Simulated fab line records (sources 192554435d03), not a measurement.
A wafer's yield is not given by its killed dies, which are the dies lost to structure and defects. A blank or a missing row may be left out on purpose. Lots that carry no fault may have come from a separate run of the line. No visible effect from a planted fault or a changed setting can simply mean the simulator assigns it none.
Chamber matching    flow n5Finfet    N5_BEOL_M6_STRIP_19 on rieDiel-04 has 4 sister chambers
The step strips in O2. 4 wafers are shown with their chamber, then 7 later ones without.

WAFERS PAIRED WITH THEIR CHAMBERS
wafer   chamber  showerheadPlenumPTorr (Torr)
L080.3  2        2.04
L083.4  0        2.00
L086.1  1        1.99
L086.3  3        2.02

WAFERS WHOSE CHAMBER IS MISSING
wafer   showerheadPlenumPTorr (Torr)
L086.4  2.00
L088.3  2.02
L088.5  2.03
L088.6  1.99
L097.2  2.02
L097.3  1.98
L097.5  2.02

WHICH CHAMBER EACH WENT THROUGH
wafer   from the rows above      in truth
L086.4  can't be placed: 0 or 1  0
L088.3  3                        3
L088.5  can't be placed: 3 or 2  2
L088.6  can't be placed: 1 or 0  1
L097.2  3                        3
L097.3  can't be placed: 1 or 0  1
L097.5  3                        3
Placed correctly: 3 of 7. Unplaceable from these rows: 4, with the true chamber sitting among the candidates in 4. 0 placed wrongly.
How it was worked out, from the rows above alone: a wafer's distance from a chamber is the root of the sum, over the readings, of the square of ((its reading less the chamber's mean) divided by the reading's scatter). If the next closest chamber is less than 2 further off than the closest, the wafer can't be placed; otherwise it belongs to the closest. A chamber's mean is the mean of its shown wafers. The scatter: root of mean squared gap, hidden wafer to nearest shown wafer, with one shown wafer a chamber.
